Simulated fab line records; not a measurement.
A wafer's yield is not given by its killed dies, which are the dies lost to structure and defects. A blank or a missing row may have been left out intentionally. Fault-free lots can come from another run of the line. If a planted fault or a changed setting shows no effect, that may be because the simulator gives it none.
Comparing a struck lot with a sound one -- flow n5 finfet -- 36 out of 1938 route steps
Sound: wafers L913.3, L913.5, L913.6. Struck: wafer L920.3 (left out: L920.4, L920.5 of the same lot, which were not struck); the cause appears at the end.
Order at every step that has rows: each side's tool, ch and its chambers, its first start. Under that, the readings that differ: sound wafers -- struck wafers -- difference of the means -- sigmas: that difference in standard deviations of wafers without a fault.
alike: same words and numbers on both sides, and readings whose means sit less than 2 such deviations apart. not compared: any withheld reading, any reading some wafer has no value for, any bound like >300 that may hide the same value, and any number with overlapping values for which the record gives no deviation.
The two part at a step that has a row with sigmas, a row that says differs or no value, or rows on one side only. Non-overlapping numbers with no deviation appear without sigmas and do not part them. A reading missing from all wafers of one side parts the sides only when that side holds two or more wafers.

first, 9 steps without rows for these wafers: N5_SD_EPI_P_COAT_35 (time 60 s, resist thk 35 nm); N5_SD_EPI_P_COAT_03 (resist thk 150 nm); N5_SD_EPI_P_EBR_05; N5_SD_EPI_P_SOFTBAKE_04 (time 60 s); N5_SD_EPI_P_EXPOSE_06 (exposes mask SD P BLK, target cd 240 nm); N5_SD_EPI_P_PEB_07 (peb time 60 s); N5_SD_EPI_P_DEVELOP_08 (develop time 30 s); N5_SD_EPI_P_DESCUM_14 (chemistry O2, time 7.9 s); N5_SD_EPI_P_ETCH_36 (etches SiARC in CF4, target depth 45.5 nm, time 75.8 s).
N5_SD_EPI_P_ETCH_37: etches SOC in N2/H2, overetch 108 nm, time 486 s.
  sound on rie diel-06 ch 0,1,2, day 3 16:48; struck on rie diel-06 ch 3, day 5 14:24
reading,sound,struck,difference,sigmas
model.SD_EPI_P.cd nm (nm),237.4 238.6 240,236.6,-2.1,
model.SiARC_of_SD_EPI_P_COAT_35.thk nm (nm),19.4 20 20.4,24.4,+4.5,
  alike: drypump motor current A, n2 flow sccm, oes product au, rf vpp V, showerhead plenum p Torr, throttle valve pct
  not compared: rf hours counter h
then, 1 step without rows for these wafers: N5_SD_EPI_P_STRIP_38 (strips in N2/H2).
N5_SD_EPI_P_ETCHBACK_46: etches SiNx in CH3F/O2, stops on SiO2, target depth 17.5 nm.
  sound on rie diel-06 ch 0,1,2, day 3 17:08; struck on rie diel-06 ch 3, day 5 14:43
reading,sound,struck,difference,sigmas
oes product au (a.u.),0.65 0.81 0.64,0.29,-0.41,-5
  alike: drypump motor current A, oes_f_703_au, rf vpp V, showerhead plenum p Torr, throttle valve pct
  not compared: rf hours counter h
then, 1 step without rows for these wafers: N5_SD_EPI_P_ETCH_47 (etches SiOCN in CH3F/O2, target depth 25 nm).
N5_SD_EPI_P_ETCH_16: etches SiO2 in CHF3/O2, target depth 5 nm.
  sound on rie diel-06 ch 0,1,2, day 3 17:20; struck on rie diel-06 ch 3, day 5 14:55
reading,sound,struck,difference,sigmas
model.SiARC_of_SD_EPI_P_COAT_35.thk nm (nm),11 12 12.4,16,+4,
  alike: drypump motor current A, oes_f_703_au, oes product au, rf vpp V, showerhead plenum p Torr, throttle valve pct
  not compared: rf hours counter h
then, 1 step without rows for these wafers: N5_SD_EPI_P_STRIP_50 (strips in CHF3/O2).
N5_SD_EPI_P_SD_RECESS_17: chemistry HBr/Cl2/O2, target depth 39.1 nm, bt time 3 s.
  sound on rie si-01 ch 0,1,3, day 3 17:24; struck on rie si-05 ch 0, day 5 14:59
reading,sound,struck,difference,sigmas
model.SD_EPI_P.cd nm (nm),237.4 238.6 240,236.8,-1.9,
  alike: drypump motor current A, oes product au, throttle valve pct
  not compared: rf hours counter h
then, 18 steps without rows for these wafers: N5_SD_EPI_P_WET_ETCH_45 (etches SiO2 in dHF, time 10.7 s, target depth 2 nm, rinse time 30 s); N5_SD_EPI_P_STRIP_40 (strips in N2/H2); N5_SD_EPI_P_PRECLEAN_52 (cleans in O3/DIW, time 60 s); N5_SD_EPI_P_SRD_20 (time 30 s); N5_SD_EPI_P_PRECLEAN_51 (cleans in NF3:NH3, afs cycles 1, time 20 s, sublimation time 60 s); N5_SD_EPI_P_VAPOR_ETCH_44 (etches SiGe30 in NF3/Ar, time 3.3 s); N5_SD_EPI_P_EPI_21 (deposits SiGe:B, time 355 s); N5_SD_EPI_P_HM_STRIP_48 (strips SiNx in H3PO4, material SiNx, target depth 3 nm); N5_SD_EPI_P_SRD_49 (time 30 s); N5_SD_EPI_P_PRECLEAN_24 (cleans in O3/DIW, time 45 s); N5_SD_EPI_P_PRECLEAN_32 (cleans in dHF, time 10 s); N5_SD_EPI_P_PRECLEAN_33 (cleans in SC2, time 45 s); N5_SD_EPI_P_SRD_25 (time 30 s); N5_SD_ACTIVATION_RTA_00 (time 0 s); N5_SD_ACTIVATION_LSA_01 (time 0.0008 s); N5_ILD0_LINER_00 (material SiNx, target thk 4 nm, pulse time 1 s, purge time 2 s); N5_ILD0_FCVD_FILL_01 (material SiO2 flowable, target thk 200 nm, time 328.3 s); N5_ILD0_CURE_02 (time 1800 s).
N5_BEOL_M4_RC_MEAS_101:
  the record has rows for the sound wafers here (prober-02 ch 0, day 7 22:05) and none for the struck ones
-- here the record skips 9 days between the struck wafers' starts before and after, leaving off in module BEOL_M4 and picking up in module PASSIVATION (first step shown: number 1936 of the route) --
N5_PASSIVATION_PROBE_49:
  sound on prober-02, day 12 06:12; struck on prober-02, day 14 13:52
reading,sound,struck,difference,sigmas
defect limited yield (%),92.2 91.3 93.4,0,-92,-62
killed at front end,39 33 33,1120,+1085,+90
killed dies,92 103 78,1180,+1089,+64
killed on rim,12 16 11,152,+139,+32
sort_bin_5_function (%),4.4 4.9 4.1,96.5,+92.0,+98
sort n pass,1088 1077 1102,0,-1089,-64
sort yield pct (%),92.2 91.3 93.4,0,-92,-62
  alike: killed_at_M0_to_M3, killed_at_M4_up, killed at contacts, killed at other, killed open, killed short, sort_bin_6_memory

== WHERE THEY PART ==
Last at N5_PASSIVATION_PROBE_49 as far as this record goes, first at N5_SD_EPI_P_ETCHBACK_46.

WHY: whatever the simulator had introduced
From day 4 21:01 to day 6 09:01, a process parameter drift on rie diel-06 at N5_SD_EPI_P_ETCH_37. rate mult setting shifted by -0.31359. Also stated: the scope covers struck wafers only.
